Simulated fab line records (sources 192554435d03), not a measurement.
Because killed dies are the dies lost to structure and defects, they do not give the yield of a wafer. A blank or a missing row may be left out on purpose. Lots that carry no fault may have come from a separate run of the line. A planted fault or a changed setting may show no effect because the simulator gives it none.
Struck lot and sound lot, side by side | flow n5Finfet | 21 out of 1938 route steps
Sound: the wafers L996.1, L996.3, L996.6. Struck: wafers L986.1, L986.3, L986.6. At the end, the cause is stated.
At each step with rows: each side's tool, then ch and its chambers, then its first start. Under that, the readings that differ: sound wafers | struck wafers | difference of the means | sigmas: that difference in standard deviations of wafers without a fault.
alike: same words and numbers on both sides, and readings whose means sit less than 2 such deviations apart. not compared: any withheld reading, any reading some wafer has no value for, any bound like >300 that may hide the same value, and any number with overlapping values for which the record gives no deviation.
Wherever a step has rows on one side only, a row that says differs or no value, or a row with sigmas, the two part there. Non-overlapping numbers with no deviation appear without sigmas and do not part them. A reading that every wafer of one side lacks parts them only if that side has two wafers or more.

N5_BEOL_M7_INSPECT_58: inspects for defects (darkfield).
  sound: defectInspect-02 at day 14 01:04; struck: defectInspect-02 at day 11 19:39
  alike: rawDefectCount
N5_BEOL_M8_ILD_DEP_00: deposits SiCOH lowk from DEMS/porogen, target thk 179.75 nm, time 33.4 s.
  sound on pecvd-03 ch 0,2, day 14 01:05; struck on pecvd-03 ch 0,1,2, day 11 19:41
  alike: heaterPowerW, showerheadPlenumPTorr, showerheadVppV, throttleValvePct
N5_BEOL_M8_CURE_74: cures SiCOH lowk, time 240 s.
  sound on uvCure-02 ch 2, day 14 01:10; struck on uvCure-03 ch 0, day 11 20:04
reading          | sound             | struck            | difference | sigmas
lampPowerPct (%) | 52.18 52.23 52.30 | 52.35 52.41 52.32 | +0.12      | +2
wafer_temp_C_max | 389.0 388.2 388.6 | 386.7 387.1 387.2 | -1.6       | -2
N5_BEOL_M8_THK_MEAS_01:
  sound: filmMetro-01 at day 14 01:40; struck: filmMetro-01 at day 11 21:04
  alike: M8_ILD_THK
N5_BEOL_M8_PECVD_70: deposits SiO2 from TEOS/O2, target thk 20 nm, time 22.7 s.
  sound on pecvd-02 ch 1,2, day 14 01:43; struck on pecvd-03 ch 0,1,2, day 11 21:06
  alike: heaterPowerW, showerheadPlenumPTorr, showerheadVppV, throttleValvePct
N5_BEOL_M8_HM_DEP_02: deposits TiN, target thk 20 nm.
  sound: pvdSputter-03 at day 14 02:28; struck: pvdSputter-03 at day 12 00:54
  alike: throttleValvePct
then, 6 steps without rows for these wafers: N5_BEOL_M8_COAT_59 (time 60 s, resist thk 100 nm); N5_BEOL_M8_COAT_60 (time 60 s, resist thk 35 nm); N5_BEOL_M8_COAT_05 (resist thk 90 nm); N5_BEOL_M8_EBR_07; N5_BEOL_M8_SOFTBAKE_06 (time 60 s); N5_BEOL_M8_EXPOSE_08 (exposes mask M8).
N5_BEOL_M8_PEB_09: peb time 60 s.
  sound on lithoTrack-04 ch 0, day 14 02:54; struck on lithoTrack-01 ch 0, day 12 01:13
  alike: resistLineTempC
then, 1 step without rows for these wafers: N5_BEOL_M8_DEVELOP_10 (develop time 30 s).
N5_BEOL_M8_CD_MEAS_11: target cd 38.5 nm.
  sound on cdSem-03 ch 0, day 14 02:58; struck on cdSem-03 ch 0, day 12 01:16
  alike: cdNm
N5_BEOL_M8_OVL_MEAS_12:
  sound on overlay-02 ch 0, day 14 03:00; struck on overlay-01 ch 0, day 12 01:18
  alike: M8_OVL
N5_BEOL_M8_INSPECT_13: inspects for defects (brightfield).
  sound: defectInspect-01 at day 14 03:01; struck: defectInspect-02 at day 12 01:20
  alike: rawDefectCount
N5_BEOL_M8_DESCUM_16: chemistry O2, time 7.9 s.
  sound on rieDiel-05 ch 1, day 14 04:23; struck on rieDiel-05 ch 0,2, day 12 01:23
  alike: biasPowerW, drypumpMotorCurrentA, oesProductAu, rfVppV, showerheadPlenumPTorr, throttleValvePct
  not compared: rfHoursCounterH
N5_BEOL_M8_ETCH_61: etches SiARC in CF4, target depth 45.5 nm, time 75.8 s.
  sound on rieDiel-05 ch 1, day 14 04:26; struck on rieDiel-05 ch 0,2, day 12 01:25
  alike: drypumpMotorCurrentA, etchRfOnTimeS, oesProductAu, rfVppV, showerheadPlenumPTorr, throttleValvePct
  not compared: rfHoursCounterH, model.BEOL_M8.cdOffsetNm
N5_BEOL_M8_ETCH_62: etches SOC in N2/H2, target depth 110 nm, overetch 22 nm, time 165 s.
  sound on rieDiel-05 ch 1, day 14 04:31; struck on rieDiel-05 ch 0,2, day 12 01:28
  alike: drypumpMotorCurrentA, oesProductAu, rfVppV, showerheadPlenumPTorr, throttleValvePct
  not compared: rfHoursCounterH, model.BEOL_M8.cdOffsetNm
then, 1 step without rows for these wafers: N5_BEOL_M8_STRIP_68 (strips in N2/H2).

WHERE THEY PART
At N5_BEOL_M8_CURE_74 and nowhere else, as far as this record goes. Later steps at which nothing parts them and some readings are alike: N5_BEOL_M8_THK_MEAS_01, N5_BEOL_M8_PECVD_70, N5_BEOL_M8_HM_DEP_02, N5_BEOL_M8_PEB_09, N5_BEOL_M8_CD_MEAS_11, N5_BEOL_M8_OVL_MEAS_12, N5_BEOL_M8_INSPECT_13, N5_BEOL_M8_DESCUM_16, N5_BEOL_M8_ETCH_61, N5_BEOL_M8_ETCH_62.

WHY: the cause the simulator had injected
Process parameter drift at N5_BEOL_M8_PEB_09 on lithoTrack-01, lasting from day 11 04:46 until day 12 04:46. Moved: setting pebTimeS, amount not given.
